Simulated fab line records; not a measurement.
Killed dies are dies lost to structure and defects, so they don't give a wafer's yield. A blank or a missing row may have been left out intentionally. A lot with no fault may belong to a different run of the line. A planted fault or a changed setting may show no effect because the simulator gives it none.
Split-lot study :: flow n5Finfet :: 21 wafers read from 7 lots, route of 1938 steps

## SPLIT DETAILS
At N5_BEOL_M5_ETCH_41 (etches SiCN in CH3F/O2, target depth 31.5 nm, time 56.7 s), the setting sourceW was moved away from the recipe's 395 W on 5 of the 21 wafers read, by +8.0% to +9.8%. For the rest of the wafers, this setting stayed at what the recipe calls for.

The reading comes from the split's own step.

## THE READING
rfVppV, in V, at N5_BEOL_M5_ETCH_41 (etches SiCN in CH3F/O2, target depth 31.5 nm, time 56.7 s). Typical for fault-free wafers on this fab line: 297.1 V, with standard deviation 1.4 V.

wafer: L075.1
tool, chamber at the split: rieDiel-02, 3
sourceW as run, W: 395
against the recipe: recipe
rfVppV, V: 295.5
against lot-mates on the recipe: -

wafer: L075.3
tool, chamber at the split: rieDiel-02, 2
sourceW as run, W: 395
against the recipe: recipe
rfVppV, V: 295.9
against lot-mates on the recipe: -

wafer: L075.6
tool, chamber at the split: rieDiel-02, 1
sourceW as run, W: 395
against the recipe: recipe
rfVppV, V: 295.5
against lot-mates on the recipe: -

wafer: L076.4
tool, chamber at the split: rieDiel-04, 1
sourceW as run, W: 395
against the recipe: recipe
rfVppV, V: 297.9
against lot-mates on the recipe: -

wafer: L076.5
tool, chamber at the split: rieDiel-04, 2
sourceW as run, W: 428.1
against the recipe: +8.4%
rfVppV, V: 289.6
against lot-mates on the recipe: -8.3

wafer: L076.6
tool, chamber at the split: rieDiel-04, 1
sourceW as run, W: 428.1
against the recipe: +8.4%
rfVppV, V: 288.8
against lot-mates on the recipe: -9.1

wafer: L078.2
tool, chamber at the split: rieDiel-06, 2
sourceW as run, W: 395
against the recipe: recipe
rfVppV, V: 297.4
against lot-mates on the recipe: -

wafer: L078.3
tool, chamber at the split: rieDiel-06, 0
sourceW as run, W: 395
against the recipe: recipe
rfVppV, V: 297.2
against lot-mates on the recipe: -

wafer: L078.5
tool, chamber at the split: rieDiel-06, 2
sourceW as run, W: 426.5
against the recipe: +8.0%
rfVppV, V: 290.3
against lot-mates on the recipe: -7.0

wafer: L082.1
tool, chamber at the split: rieDiel-04, 3
sourceW as run, W: 395
against the recipe: recipe
rfVppV, V: 298.4
against lot-mates on the recipe: -

wafer: L082.3
tool, chamber at the split: rieDiel-04, 0
sourceW as run, W: 395
against the recipe: recipe
rfVppV, V: 297.8
against lot-mates on the recipe: -

wafer: L082.4
tool, chamber at the split: rieDiel-04, 2
sourceW as run, W: 395
against the recipe: recipe
rfVppV, V: 298.3
against lot-mates on the recipe: -

wafer: L083.2
tool, chamber at the split: rieDiel-02, 2
sourceW as run, W: 395
against the recipe: recipe
rfVppV, V: 294.9
against lot-mates on the recipe: -

wafer: L083.4
tool, chamber at the split: rieDiel-02, 3
sourceW as run, W: 395
against the recipe: recipe
rfVppV, V: 294.5
against lot-mates on the recipe: -

wafer: L083.6
tool, chamber at the split: rieDiel-02, 0
sourceW as run, W: 395
against the recipe: recipe
rfVppV, V: 296.8
against lot-mates on the recipe: -

wafer: L087.3
tool, chamber at the split: rieDiel-04, 0
sourceW as run, W: 395
against the recipe: recipe
rfVppV, V: 296.5
against lot-mates on the recipe: -

wafer: L087.5
tool, chamber at the split: rieDiel-04, 2
sourceW as run, W: 433.7
against the recipe: +9.8%
rfVppV, V: 289.9
against lot-mates on the recipe: -6.6

wafer: L087.6
tool, chamber at the split: rieDiel-04, 3
sourceW as run, W: 433.7
against the recipe: +9.8%
rfVppV, V: 290.2
against lot-mates on the recipe: -6.3

wafer: L089.2
tool, chamber at the split: rieDiel-04, 0
sourceW as run, W: 395
against the recipe: recipe
rfVppV, V: 297.5
against lot-mates on the recipe: -

wafer: L089.3
tool, chamber at the split: rieDiel-04, 2
sourceW as run, W: 395
against the recipe: recipe
rfVppV, V: 297.2
against lot-mates on the recipe: -

wafer: L089.6
tool, chamber at the split: rieDiel-04, 2
sourceW as run, W: 395
against the recipe: recipe
rfVppV, V: 298.1
against lot-mates on the recipe: -

THE FIT
A straight line over all 21 wafers: rfVppV changes by -0.788 V for each +1% of sourceW; r = -0.93; the points scatter about the line by 1.2 V.
The same after taking each lot's own level away (the mean of its wafers on the recipe; 21 wafers): -0.824 V for each +1%; r = -0.96; scatter 0.92 V.
On that fit, the largest move of sourceW shifts the reading by 8.1 V.
The span of the lots' own levels, 295.40 to 298.17 V, comes to 2.0 times the standard deviation stated above.
So the lot-to-lot level changes the slope little: the two slopes agree.
Check: -8.6 V against its lot-mates is what the line predicts for one of the wafers moved furthest among these (+9.8%) when that wafer is left out of the fit. It came out at -6.6 V against them.
Tool readings at the split's step, against how far the setting was moved: rfVppV r = -0.93.

## THESE WAFERS: OTHER SPLITS
Note: prior to the reading, these wafers also went through further splits. Each is held against what the fit with the lots' levels taken away leaves over:
other split on the same wafers: N5_BEOL_M5_ILD_DEP_00 timeS
wafers away from the commonest value: 7
r with rfVppV (lot level and that fit taken away): -0.06

## THE FILE'S OWN FIT
rfVppV changes by -0.835 V for each +1% of sourceW, r = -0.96.
